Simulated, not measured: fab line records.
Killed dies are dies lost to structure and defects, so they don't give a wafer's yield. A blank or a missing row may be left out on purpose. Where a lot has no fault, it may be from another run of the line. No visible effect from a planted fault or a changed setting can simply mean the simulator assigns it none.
fab line records || flow n5Finfet || part 2 of 2: steps 24 to 31 of 31
record {"lots": 5, "wafers": 15, "lastDay": 20}
route steps=1938 shown BEOL_M5@1180 BEOL_M6@1194
lots untouched by any fault: they come from a run of this same line in which no faults occurred
startH: hours from the record's opening day to when the first of the lot's shown wafers began || waitH: hours elapsed since this lot's preceding step || " the same as in the row above || L1.1+2: several wafers, shown together as one row || - no value, or no start was given || * or withheld: withheld || < > ~ a bound
route shown NAME@n: a module of which the file shows steps, and the number in the route of the first || usual: mean/standard deviation taken from wafers without a fault || same: alike in all rows || chamber/n: place in a boat || sites: the reading at each site || _std_site: their standard deviation || _edge_site: outer sites' mean less inner sites' || radiusMm: how far each site lies from the wafer's centre || mask NAME#n: copy n || behind: tool/chamber where the wafer was last shaped || hold: what put the lot on hold/how long, in hours/how the hold closed || device: whichever transistor did not switch (one of n, p or np) || end of line: at the end of the route, the tests of the same wafers || a step without rows: its recipe alone || killed: count of dies lost to structure and defects at first sort (not the wafer's yield) || map: a wafer's dies, marking killed ones x, the rest . and places with no die _
set.NAME: setting as actually run; set.NAME@STEP: the setting as run at that earlier step || model.NAME: the simulator's own value behind a step, which no gauge read
lots at selected steps of the route; one table per step, one row per wafer
services: when a tool's chamber went out of use (startH, in hours from the record's first day, below 0 if earlier), for how many hours, and the reason
## steps
# step N5_BEOL_M6_SOFTBAKE_06
# recipe {"tempC": 110, "timeS": 60, "resist": "CAR-ArF"}
# usual {"exhaustPa": "45.1/0.98", "heaterPowerTotalW": "175.1/1.6"}
{"lot.wafer": "L078.2", "tool": "lithoTrack-02", "chamber": 0, "startH": "-", "waitH": "-", "exhaustPa": 43.8, "heaterPowerTotalW": 175.2}
{"lot.wafer": "L078.4", "tool": "lithoTrack-02", "chamber": 0, "startH": "-", "waitH": "-", "exhaustPa": 44.6, "heaterPowerTotalW": 176.6}
{"lot.wafer": "L078.5", "tool": "lithoTrack-02", "chamber": 0, "startH": "-", "waitH": "-", "exhaustPa": 46.6, "heaterPowerTotalW": 174.8}
{"lot.wafer": "L089.3", "tool": "lithoTrack-01", "chamber": 0, "startH": "-", "waitH": "-", "exhaustPa": 45.1, "heaterPowerTotalW": 177.6}
{"lot.wafer": "L089.4", "tool": "lithoTrack-01", "chamber": 0, "startH": "-", "waitH": "-", "exhaustPa": 44.7, "heaterPowerTotalW": 174.6}
{"lot.wafer": "L089.5", "tool": "lithoTrack-01", "chamber": 0, "startH": "-", "waitH": "-", "exhaustPa": 45.7, "heaterPowerTotalW": 177.4}
{"lot.wafer": "L091.2", "tool": "lithoTrack-01", "chamber": 0, "startH": "-", "waitH": "-", "exhaustPa": 44.5, "heaterPowerTotalW": 173.2}
{"lot.wafer": "L091.3", "tool": "lithoTrack-01", "chamber": 0, "startH": "-", "waitH": "-", "exhaustPa": 44.6, "heaterPowerTotalW": 175.3}
{"lot.wafer": "L091.6", "tool": "lithoTrack-01", "chamber": 0, "startH": "-", "waitH": "-", "exhaustPa": 45.7, "heaterPowerTotalW": 175.0}
{"lot.wafer": "L094.1", "tool": "lithoTrack-02", "chamber": 0, "startH": "-", "waitH": "-", "exhaustPa": 45.0, "heaterPowerTotalW": 177.3}
{"lot.wafer": "L094.2", "tool": "lithoTrack-02", "chamber": 0, "startH": "-", "waitH": "-", "exhaustPa": 46.1, "heaterPowerTotalW": 173.0}
{"lot.wafer": "L094.3", "tool": "lithoTrack-02", "chamber": 0, "startH": "-", "waitH": "-", "exhaustPa": 45.9, "heaterPowerTotalW": 173.0}
{"lot.wafer": "L095.1", "tool": "lithoTrack-02", "chamber": 0, "startH": "-", "waitH": "-", "exhaustPa": 45.5, "heaterPowerTotalW": 175.2}
{"lot.wafer": "L095.3", "tool": "lithoTrack-02", "chamber": 0, "startH": "-", "waitH": "-", "exhaustPa": 45.3, "heaterPowerTotalW": 172.9}
{"lot.wafer": "L095.6", "tool": "lithoTrack-02", "chamber": 0, "startH": "-", "waitH": "-", "exhaustPa": 46.4, "heaterPowerTotalW": 175.2}
# step N5_BEOL_M6_EXPOSE_08
# recipe {"maskId": "M6", "na": 1.35, "sourceShape": "dipole", "sigmaInner": 0.817, "sigmaOuter": 0.97, "polarization": "te", "doseMj": 68.25}
# usual {"focusOffsetNm": "-0.1/0.54"}
# same {"sigmaInner": 0.817}
{"lot.wafer": "L078.2", "tool": "arfiScanner-02", "chamber": 0, "startH": 236.50, "waitH": "-", "mask": "M6#0", "focusOffsetNm": -0.4}
{"lot.wafer": "L078.4", "tool": "arfiScanner-02", "chamber": 0, "startH": 236.50, "waitH": "-", "mask": "M6#0", "focusOffsetNm": -1.7}
{"lot.wafer": "L078.5", "tool": "arfiScanner-02", "chamber": 0, "startH": 236.50, "waitH": "-", "mask": "M6#0", "focusOffsetNm": -0.2}
{"lot.wafer": "L089.3", "tool": "arfiScanner-03", "chamber": 0, "startH": 314.92, "waitH": "-", "mask": "M6#0", "focusOffsetNm": 0.5}
{"lot.wafer": "L089.4", "tool": "arfiScanner-03", "chamber": 0, "startH": 314.92, "waitH": "-", "mask": "M6#0", "focusOffsetNm": -0.5}
{"lot.wafer": "L089.5", "tool": "arfiScanner-03", "chamber": 0, "startH": 314.92, "waitH": "-", "mask": "M6#0", "focusOffsetNm": -0.1}
{"lot.wafer": "L091.2", "tool": "arfiScanner-03", "chamber": 0, "startH": 317.39, "waitH": "-", "mask": "M6#0", "focusOffsetNm": -0.1}
{"lot.wafer": "L091.3", "tool": "arfiScanner-03", "chamber": 0, "startH": 317.39, "waitH": "-", "mask": "M6#0", "focusOffsetNm": -0.2}
{"lot.wafer": "L091.6", "tool": "arfiScanner-03", "chamber": 0, "startH": 317.39, "waitH": "-", "mask": "M6#0", "focusOffsetNm": -0.6}
{"lot.wafer": "L094.1", "tool": "arfiScanner-01", "chamber": 0, "startH": 348.59, "waitH": "-", "mask": "M6#0", "focusOffsetNm": 0.0}
{"lot.wafer": "L094.2", "tool": "arfiScanner-01", "chamber": 0, "startH": 348.59, "waitH": "-", "mask": "M6#0", "focusOffsetNm": 0.5}
{"lot.wafer": "L094.3", "tool": "arfiScanner-01", "chamber": 0, "startH": 348.59, "waitH": "-", "mask": "M6#0", "focusOffsetNm": -0.2}
{"lot.wafer": "L095.1", "tool": "arfiScanner-01", "chamber": 0, "startH": 363.14, "waitH": "-", "mask": "M6#0", "focusOffsetNm": 0.9}
{"lot.wafer": "L095.3", "tool": "arfiScanner-01", "chamber": 0, "startH": 363.14, "waitH": "-", "mask": "M6#0", "focusOffsetNm": 0.1}
{"lot.wafer": "L095.6", "tool": "arfiScanner-01", "chamber": 0, "startH": 363.14, "waitH": "-", "mask": "M6#0", "focusOffsetNm": 0.6}
# step N5_BEOL_M6_PEB_09
# recipe {"pebTempC": "withheld", "pebTimeS": 60, "resist": "CAR-ArF"}
# usual {"exhaustPa": "45.1/0.79"}
{"lot.wafer": "L078.2", "tool": "lithoTrack-02", "chamber": 0, "startH": 236.56, "waitH": 0.0, "exhaustPa": 44.5}
{"lot.wafer": "L078.4", "tool": "lithoTrack-02", "chamber": 0, "startH": 236.56, "waitH": 0.0, "exhaustPa": 47.0}
{"lot.wafer": "L078.5", "tool": "lithoTrack-02", "chamber": 0, "startH": 236.56, "waitH": 0.0, "exhaustPa": 44.8}
{"lot.wafer": "L089.3", "tool": "lithoTrack-01", "chamber": 0, "startH": 314.98, "waitH": 0.0, "exhaustPa": 45.4}
{"lot.wafer": "L089.4", "tool": "lithoTrack-01", "chamber": 0, "startH": 314.98, "waitH": 0.0, "exhaustPa": 44.5}
{"lot.wafer": "L089.5", "tool": "lithoTrack-01", "chamber": 0, "startH": 314.98, "waitH": 0.0, "exhaustPa": 44.6}
{"lot.wafer": "L091.2", "tool": "lithoTrack-04", "chamber": 0, "startH": 317.45, "waitH": 0.0, "exhaustPa": 45.8}
{"lot.wafer": "L091.3", "tool": "lithoTrack-04", "chamber": 0, "startH": 317.45, "waitH": 0.0, "exhaustPa": 46.5}
{"lot.wafer": "L091.6", "tool": "lithoTrack-04", "chamber": 0, "startH": 317.45, "waitH": 0.0, "exhaustPa": 43.9}
{"lot.wafer": "L094.1", "tool": "lithoTrack-02", "chamber": 0, "startH": 348.65, "waitH": 0.1, "exhaustPa": 45.2}
{"lot.wafer": "L094.2", "tool": "lithoTrack-02", "chamber": 0, "startH": 348.65, "waitH": 0.1, "exhaustPa": 45.9}
{"lot.wafer": "L094.3", "tool": "lithoTrack-02", "chamber": 0, "startH": 348.65, "waitH": 0.1, "exhaustPa": 45.5}
{"lot.wafer": "L095.1", "tool": "lithoTrack-01", "chamber": 0, "startH": 363.20, "waitH": 0.1, "exhaustPa": 44.8}
{"lot.wafer": "L095.3", "tool": "lithoTrack-01", "chamber": 0, "startH": 363.20, "waitH": 0.1, "exhaustPa": 44.6}
{"lot.wafer": "L095.6", "tool": "lithoTrack-01", "chamber": 0, "startH": 363.20, "waitH": 0.1, "exhaustPa": 44.9}
# step N5_BEOL_M6_DEVELOP_10
# recipe {"developTimeS": 30, "developer": "TMAH", "resist": "CAR-ArF", "rinseLiquid": "diw", "dry": "airSpin", "devTempC": 23}
# usual {"exhaustPa": "44.9/0.96"}
# same {"developTimeS": 30}
{"lot.wafer": "L078.2", "tool": "lithoTrack-02", "chamber": 0, "startH": "-", "waitH": "-", "exhaustPa": 44.8}
{"lot.wafer": "L078.4", "tool": "lithoTrack-02", "chamber": 0, "startH": "-", "waitH": "-", "exhaustPa": 44.3}
{"lot.wafer": "L078.5", "tool": "lithoTrack-02", "chamber": 0, "startH": "-", "waitH": "-", "exhaustPa": 44.2}
{"lot.wafer": "L089.3", "tool": "lithoTrack-01", "chamber": 0, "startH": "-", "waitH": "-", "exhaustPa": 45.8}
{"lot.wafer": "L089.4", "tool": "lithoTrack-01", "chamber": 0, "startH": "-", "waitH": "-", "exhaustPa": 43.9}
{"lot.wafer": "L089.5", "tool": "lithoTrack-01", "chamber": 0, "startH": "-", "waitH": "-", "exhaustPa": 45.7}
{"lot.wafer": "L091.2", "tool": "lithoTrack-04", "chamber": 0, "startH": "-", "waitH": "-", "exhaustPa": 45.8}
{"lot.wafer": "L091.3", "tool": "lithoTrack-04", "chamber": 0, "startH": "-", "waitH": "-", "exhaustPa": 45.0}
{"lot.wafer": "L091.6", "tool": "lithoTrack-04", "chamber": 0, "startH": "-", "waitH": "-", "exhaustPa": 42.9}
{"lot.wafer": "L094.1", "tool": "lithoTrack-02", "chamber": 0, "startH": "-", "waitH": "-", "exhaustPa": 45.9}
{"lot.wafer": "L094.2", "tool": "lithoTrack-02", "chamber": 0, "startH": "-", "waitH": "-", "exhaustPa": 45.9}
{"lot.wafer": "L094.3", "tool": "lithoTrack-02", "chamber": 0, "startH": "-", "waitH": "-", "exhaustPa": 45.1}
{"lot.wafer": "L095.1", "tool": "lithoTrack-01", "chamber": 0, "startH": "-", "waitH": "-", "exhaustPa": 45.7}
{"lot.wafer": "L095.3", "tool": "lithoTrack-01", "chamber": 0, "startH": "-", "waitH": "-", "exhaustPa": 44.0}
{"lot.wafer": "L095.6", "tool": "lithoTrack-01", "chamber": 0, "startH": "-", "waitH": "-", "exhaustPa": 44.9}
# step N5_BEOL_M6_CD_MEAS_11
# recipe {"targetCdNm": 38.5, "landingEnergyEv": 500, "detector": "seInlens", "polarity": "opening"}
# usual {"cdNm": "38.9/0.77"}
# same {"landingEnergyEv": 500}
{"lot.wafer": "L078.2", "tool": "cdSem-02", "chamber": 0, "startH": 236.62, "waitH": "-", "cdNm": 40.7}
{"lot.wafer": "L078.4", "tool": "cdSem-02", "chamber": 0, "startH": 236.62, "waitH": "-", "cdNm": 40.1}
{"lot.wafer": "L078.5", "tool": "cdSem-02", "chamber": 0, "startH": 236.62, "waitH": "-", "cdNm": 39.5}
{"lot.wafer": "L089.3", "tool": "cdSem-03", "chamber": 0, "startH": 315.04, "waitH": "-", "cdNm": 39.7}
{"lot.wafer": "L089.4", "tool": "cdSem-03", "chamber": 0, "startH": 315.04, "waitH": "-", "cdNm": 38.4}
{"lot.wafer": "L089.5", "tool": "cdSem-03", "chamber": 0, "startH": 315.04, "waitH": "-", "cdNm": 38.3}
{"lot.wafer": "L091.2", "tool": "cdSem-03", "chamber": 0, "startH": 317.52, "waitH": "-", "cdNm": 39.3}
{"lot.wafer": "L091.3", "tool": "cdSem-03", "chamber": 0, "startH": 317.52, "waitH": "-", "cdNm": 40.2}
{"lot.wafer": "L091.6", "tool": "cdSem-03", "chamber": 0, "startH": 317.52, "waitH": "-", "cdNm": 39.8}
{"lot.wafer": "L094.1", "tool": "cdSem-02", "chamber": 0, "startH": 348.72, "waitH": "-", "cdNm": 38.4}
{"lot.wafer": "L094.2", "tool": "cdSem-02", "chamber": 0, "startH": 348.72, "waitH": "-", "cdNm": 39.2}
{"lot.wafer": "L094.3", "tool": "cdSem-02", "chamber": 0, "startH": 348.72, "waitH": "-", "cdNm": 39.4}
{"lot.wafer": "L095.1", "tool": "cdSem-03", "chamber": 0, "startH": 363.27, "waitH": "-", "cdNm": 39.4}
{"lot.wafer": "L095.3", "tool": "cdSem-03", "chamber": 0, "startH": 363.27, "waitH": "-", "cdNm": 38.7}
{"lot.wafer": "L095.6", "tool": "cdSem-03", "chamber": 0, "startH": 363.27, "waitH": "-", "cdNm": 38.7}
# step N5_BEOL_M6_OVL_MEAS_12
# recipe {"pointsPerWafer": 44}
# usual {"M6_OVL": "-0.2/0.65"}
{"lot.wafer": "L078.2", "tool": "overlay-02", "chamber": 0, "startH": 236.65, "waitH": 0.0, "M6_OVL[nm]": -0.7}
{"lot.wafer": "L078.4", "tool": "overlay-02", "chamber": 0, "startH": 236.65, "waitH": 0.0, "M6_OVL[nm]": -0.2}
{"lot.wafer": "L078.5", "tool": "overlay-02", "chamber": 0, "startH": 236.65, "waitH": 0.0, "M6_OVL[nm]": -0.2}
{"lot.wafer": "L089.3", "tool": "overlay-02", "chamber": 0, "startH": 315.07, "waitH": 0.0, "M6_OVL[nm]": -1.7}
{"lot.wafer": "L089.4", "tool": "overlay-02", "chamber": 0, "startH": 315.07, "waitH": 0.0, "M6_OVL[nm]": -0.4}
{"lot.wafer": "L089.5", "tool": "overlay-02", "chamber": 0, "startH": 315.07, "waitH": 0.0, "M6_OVL[nm]": -1.5}
{"lot.wafer": "L091.2", "tool": "overlay-02", "chamber": 0, "startH": 317.55, "waitH": 0.0, "M6_OVL[nm]": -1.0}
{"lot.wafer": "L091.3", "tool": "overlay-02", "chamber": 0, "startH": 317.55, "waitH": 0.0, "M6_OVL[nm]": -1.0}
{"lot.wafer": "L091.6", "tool": "overlay-02", "chamber": 0, "startH": 317.55, "waitH": 0.0, "M6_OVL[nm]": -1.2}
{"lot.wafer": "L094.1", "tool": "overlay-02", "chamber": 0, "startH": 348.75, "waitH": 0.0, "M6_OVL[nm]": -0.3}
{"lot.wafer": "L094.2", "tool": "overlay-02", "chamber": 0, "startH": 348.75, "waitH": 0.0, "M6_OVL[nm]": 0.1}
{"lot.wafer": "L094.3", "tool": "overlay-02", "chamber": 0, "startH": 348.75, "waitH": 0.0, "M6_OVL[nm]": -0.1}
{"lot.wafer": "L095.1", "tool": "overlay-01", "chamber": 0, "startH": 363.30, "waitH": 0.0, "M6_OVL[nm]": 0.8}
{"lot.wafer": "L095.3", "tool": "overlay-01", "chamber": 0, "startH": 363.30, "waitH": 0.0, "M6_OVL[nm]": -0.4}
{"lot.wafer": "L095.6", "tool": "overlay-01", "chamber": 0, "startH": 363.30, "waitH": 0.0, "M6_OVL[nm]": 1.0}
# step N5_BEOL_M6_INSPECT_13
# recipe {"mode": "adi", "inspectInstrument": "brightfield"}
# usual {"rawDefectCount": "417/95"}
{"lot.wafer": "L078.2", "tool": "defectInspect-02", "chamber": "-", "startH": 236.68, "waitH": 0.0, "rawDefectCount": 229}
{"lot.wafer": "L078.4", "tool": "defectInspect-02", "chamber": "-", "startH": 236.68, "waitH": 0.0, "rawDefectCount": 351}
{"lot.wafer": "L078.5", "tool": "defectInspect-02", "chamber": "-", "startH": 236.68, "waitH": 0.0, "rawDefectCount": 508}
{"lot.wafer": "L089.3", "tool": "defectInspect-02", "chamber": "-", "startH": 315.10, "waitH": 0.0, "rawDefectCount": 316}
{"lot.wafer": "L089.4", "tool": "defectInspect-02", "chamber": "-", "startH": 315.10, "waitH": 0.0, "rawDefectCount": 448}
{"lot.wafer": "L089.5", "tool": "defectInspect-02", "chamber": "-", "startH": 315.10, "waitH": 0.0, "rawDefectCount": 431}
{"lot.wafer": "L091.2", "tool": "defectInspect-02", "chamber": "-", "startH": 317.57, "waitH": 0.0, "rawDefectCount": 401}
{"lot.wafer": "L091.3", "tool": "defectInspect-02", "chamber": "-", "startH": 317.57, "waitH": 0.0, "rawDefectCount": 252}
{"lot.wafer": "L091.6", "tool": "defectInspect-02", "chamber": "-", "startH": 317.57, "waitH": 0.0, "rawDefectCount": 343}
{"lot.wafer": "L094.1", "tool": "defectInspect-01", "chamber": "-", "startH": 348.77, "waitH": 0.0, "rawDefectCount": 444}
{"lot.wafer": "L094.2", "tool": "defectInspect-01", "chamber": "-", "startH": 348.77, "waitH": 0.0, "rawDefectCount": 445}
{"lot.wafer": "L094.3", "tool": "defectInspect-01", "chamber": "-", "startH": 348.77, "waitH": 0.0, "rawDefectCount": 456}
{"lot.wafer": "L095.1", "tool": "defectInspect-01", "chamber": "-", "startH": 363.32, "waitH": 0.0, "rawDefectCount": 444}
{"lot.wafer": "L095.3", "tool": "defectInspect-01", "chamber": "-", "startH": 363.32, "waitH": 0.0, "rawDefectCount": 345}
{"lot.wafer": "L095.6", "tool": "defectInspect-01", "chamber": "-", "startH": 363.32, "waitH": 0.0, "rawDefectCount": 436}
# step N5_BEOL_M6_DESCUM_16
# recipe {"chemistry": "O2", "timeS": 7.9, "sourcePowerW": 50, "biasPowerW": 20, "pressureMtorr": 20, "rfFrequencyHz": 2.712e+07, "tempC": 40, "resist": "CAR-ArF", "o2FlowSccm": 225}
# usual {"biasPowerW": "20.00/0.056", "drypumpMotorCurrentA": "5.6/0.4", "oesProductAu": "0.79/0.098", "rfVppV": "243.0/1.5", "showerheadPlenumPTorr": "2.08/0.086", "throttleValvePct": "20.43/0.27"}
{"lot.wafer": "L078.2", "tool": "rieDiel-04", "chamber": 2, "startH": 237.22, "waitH": 0.5, "biasPowerW": 20.07, "drypumpMotorCurrentA": 5.6, "oesProductAu": 0.89, "rfHoursCounterH": 46, "rfVppV": 244.9, "showerheadPlenumPTorr": 2.11, "throttleValvePct": 20.43}
{"lot.wafer": "L078.4", "tool": "rieDiel-04", "chamber": 1, "startH": 237.22, "waitH": 0.5, "biasPowerW": 19.90, "drypumpMotorCurrentA": 6.1, "oesProductAu": 0.71, "rfHoursCounterH": 194, "rfVppV": 241.8, "showerheadPlenumPTorr": 1.99, "throttleValvePct": 20.64}
{"lot.wafer": "L078.5", "tool": "rieDiel-04", "chamber": 3, "startH": 237.22, "waitH": 0.5, "biasPowerW": 19.97, "drypumpMotorCurrentA": 5.5, "oesProductAu": 0.75, "rfHoursCounterH": "-", "rfVppV": 241.6, "showerheadPlenumPTorr": 2.03, "throttleValvePct": 20.62}
{"lot.wafer": "L089.3", "tool": "rieDiel-05", "chamber": 2, "startH": 315.13, "waitH": 0.0, "biasPowerW": 19.96, "drypumpMotorCurrentA": 5.2, "oesProductAu": 0.94, "rfHoursCounterH": 13, "rfVppV": 243.1, "showerheadPlenumPTorr": 2.12, "throttleValvePct": 20.11}
{"lot.wafer": "L089.4", "tool": "rieDiel-05", "chamber": 2, "startH": 315.13, "waitH": 0.0, "biasPowerW": 20.01, "drypumpMotorCurrentA": 5.3, "oesProductAu": 0.93, "rfHoursCounterH": "-", "rfVppV": 243.0, "showerheadPlenumPTorr": 2.12, "throttleValvePct": 20.11}
{"lot.wafer": "L089.5", "tool": "rieDiel-05", "chamber": 0, "startH": 315.13, "waitH": 0.0, "biasPowerW": 20.08, "drypumpMotorCurrentA": 5.2, "oesProductAu": 0.71, "rfHoursCounterH": "-", "rfVppV": 242.5, "showerheadPlenumPTorr": 1.94, "throttleValvePct": 20.15}
{"lot.wafer": "L091.2", "tool": "rieDiel-01", "chamber": 2, "startH": 317.80, "waitH": 0.2, "biasPowerW": 20.00, "drypumpMotorCurrentA": 5.1, "oesProductAu": 0.67, "rfHoursCounterH": 252, "rfVppV": 242.6, "showerheadPlenumPTorr": 2.05, "throttleValvePct": 20.64}
{"lot.wafer": "L091.3", "tool": "rieDiel-01", "chamber": 3, "startH": 317.80, "waitH": 0.2, "biasPowerW": 20.05, "drypumpMotorCurrentA": 5.1, "oesProductAu": 0.72, "rfHoursCounterH": 189, "rfVppV": 241.6, "showerheadPlenumPTorr": 2.01, "throttleValvePct": 20.73}
{"lot.wafer": "L091.6", "tool": "rieDiel-01", "chamber": 2, "startH": 317.80, "waitH": 0.2, "biasPowerW": 19.98, "drypumpMotorCurrentA": 5.1, "oesProductAu": 0.68, "rfHoursCounterH": "-", "rfVppV": 243.2, "showerheadPlenumPTorr": 2.05, "throttleValvePct": 20.62}
{"lot.wafer": "L094.1", "tool": "rieDiel-04", "chamber": 3, "startH": 348.80, "waitH": 0.0, "biasPowerW": 19.96, "drypumpMotorCurrentA": 5.5, "oesProductAu": 0.71, "rfHoursCounterH": 205, "rfVppV": 241.8, "showerheadPlenumPTorr": 2.01, "throttleValvePct": 20.70}
{"lot.wafer": "L094.2", "tool": "rieDiel-04", "chamber": 2, "startH": 348.80, "waitH": 0.0, "biasPowerW": 20.06, "drypumpMotorCurrentA": 5.6, "oesProductAu": 0.82, "rfHoursCounterH": 91, "rfVppV": 244.0, "showerheadPlenumPTorr": 2.09, "throttleValvePct": 20.51}
{"lot.wafer": "L094.3", "tool": "rieDiel-04", "chamber": 1, "startH": 348.80, "waitH": 0.0, "biasPowerW": 19.99, "drypumpMotorCurrentA": 6.1, "oesProductAu": 0.68, "rfHoursCounterH": 238, "rfVppV": 241.9, "showerheadPlenumPTorr": 1.98, "throttleValvePct": 20.71}
{"lot.wafer": "L095.1", "tool": "rieDiel-05", "chamber": 3, "startH": 363.55, "waitH": 0.2, "biasPowerW": 20.00, "drypumpMotorCurrentA": 5.4, "oesProductAu": 0.92, "rfHoursCounterH": 42, "rfVppV": 245.4, "showerheadPlenumPTorr": 2.23, "throttleValvePct": 20.06}
{"lot.wafer": "L095.3", "tool": "rieDiel-05", "chamber": 2, "startH": 363.55, "waitH": 0.2, "biasPowerW": 20.00, "drypumpMotorCurrentA": 5.3, "oesProductAu": 0.88, "rfHoursCounterH": 33, "rfVppV": 243.7, "showerheadPlenumPTorr": 2.11, "throttleValvePct": 20.15}
{"lot.wafer": "L095.6", "tool": "rieDiel-05", "chamber": 3, "startH": 363.55, "waitH": 0.2, "biasPowerW": 20.09, "drypumpMotorCurrentA": 5.5, "oesProductAu": 0.91, "rfHoursCounterH": "-", "rfVppV": 244.7, "showerheadPlenumPTorr": 2.23, "throttleValvePct": 20.04}
## services
{"tool": "cmp-02", "chamber": "-", "startH": 216.81, "hours": 1.2, "kind": "repair"}
{"tool": "cmp-01", "chamber": "-", "startH": 217.37, "hours": 1.1, "kind": "repair"}
{"tool": "pvdSputter-01", "chamber": "-", "startH": 219.23, "hours": 4.0, "kind": "repair"}
{"tool": "arfiScanner-03", "chamber": "-", "startH": 220.35, "hours": 1.3, "kind": "pm"}
{"tool": "pecvd-03", "chamber": 1, "startH": 226.92, "hours": 4.8, "kind": "repair"}
{"tool": "cmp-02", "chamber": "-", "startH": 231.63, "hours": 10.3, "kind": "pm"}
{"tool": "cvdCo-02", "chamber": 2, "startH": 240.71, "hours": 4.8, "kind": "repair"}
{"tool": "cvdCo-01", "chamber": 0, "startH": 243.52, "hours": 11.4, "kind": "repair"}
{"tool": "arfiScanner-03", "chamber": "-", "startH": 243.61, "hours": 3.9, "kind": "pm"}
{"tool": "pecvd-03", "chamber": "-", "startH": 255.03, "hours": 14.6, "kind": "pm"}
{"tool": "cmp-02", "chamber": "-", "startH": 259.41, "hours": 4.0, "kind": "pm"}
{"tool": "arfiScanner-03", "chamber": "-", "startH": 264.21, "hours": 1.0, "kind": "pm"}
{"tool": "rieDiel-04", "chamber": 0, "startH": 268.44, "hours": 10.6, "kind": "repair"}
{"tool": "cmp-01", "chamber": "-", "startH": 269.12, "hours": 8.4, "kind": "pm"}
{"tool": "pecvd-02", "chamber": "-", "startH": 270.32, "hours": 28.1, "kind": "pm"}
{"tool": "rieDiel-04", "chamber": 3, "startH": 273.77, "hours": 2.0, "kind": "repair"}
{"tool": "cmp-01", "chamber": "-", "startH": 278.95, "hours": 0.5, "kind": "repair"}
{"tool": "cvdCo-02", "chamber": "-", "startH": 285.01, "hours": 2.8, "kind": "pm"}
{"tool": "rieDiel-05", "chamber": 1, "startH": 286.76, "hours": 30.4, "kind": "repair"}
{"tool": "cmp-02", "chamber": "-", "startH": 289.59, "hours": 4.6, "kind": "pm"}
{"tool": "arfiScanner-03", "chamber": "-", "startH": 293.57, "hours": 0.8, "kind": "pm"}
{"tool": "pecvd-01", "chamber": "-", "startH": 295.80, "hours": 14.6, "kind": "pm"}
{"tool": "pecvd-03", "chamber": 0, "startH": 307.10, "hours": 28.4, "kind": "repair"}
{"tool": "cvdCo-02", "chamber": "-", "startH": 333.80, "hours": 0.5, "kind": "repair"}
